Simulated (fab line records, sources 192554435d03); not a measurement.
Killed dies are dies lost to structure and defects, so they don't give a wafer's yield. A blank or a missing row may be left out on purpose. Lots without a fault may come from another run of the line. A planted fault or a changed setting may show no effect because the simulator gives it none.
Chamber matching | flow n5_finfet | N5_BEOL_M5_ETCH_67 on rie_diel-03: 4 sister chambers
The step etches SiARC in CF4, target depth 15.6 nm, time 26 s. 4 wafers are shown with their chamber, then 9 later ones without.

WAFERS WITH THEIR CHAMBER
wafer  | chamber | showerhead_plenum_p_Torr (Torr)
L085.5 | 3       | 2.06
L090.1 | 0       | 2.19
L090.2 | 1       | 2.12
L090.3 | 2       | 2.18

WAFERS WITHOUT THEIR CHAMBER
wafer  | showerhead_plenum_p_Torr (Torr)
L090.4 | 2.18
L090.5 | 2.19
L090.6 | 2.12
L096.1 | 2.17
L096.2 | 2.19
L096.3 | 2.06
L096.4 | 2.11
L096.5 | 2.06
L096.6 | 2.17

WHICH CHAMBER EACH WENT THROUGH
wafer  | from the rows above     | in truth
L090.4 | can't be placed: 2 or 0 | 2
L090.5 | can't be placed: 0 or 2 | 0
L090.6 | 1                       | 1
L096.1 | can't be placed: 2 or 0 | 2
L096.2 | can't be placed: 0 or 2 | 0
L096.3 | 3                       | 3
L096.4 | 1                       | 1
L096.5 | 3                       | 3
L096.6 | can't be placed: 2 or 0 | 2
Placed correctly: 4 of 9. Can't be placed from these rows: 5 (the true chamber is among the candidates in 5). Placed wrongly: 0.
How it was worked out, from the rows above alone: a wafer's distance from a chamber is the root of the sum, over the readings, of the square of ((its reading less the chamber's mean) divided by the reading's scatter). The wafer belongs to the nearest chamber; if the next one is less than 2 further off, it can't be placed. A chamber's mean is the mean of its shown wafers. The scatter: with one shown wafer a chamber, the root of the mean of the squares of how far each hidden wafer lies from its nearest shown one.
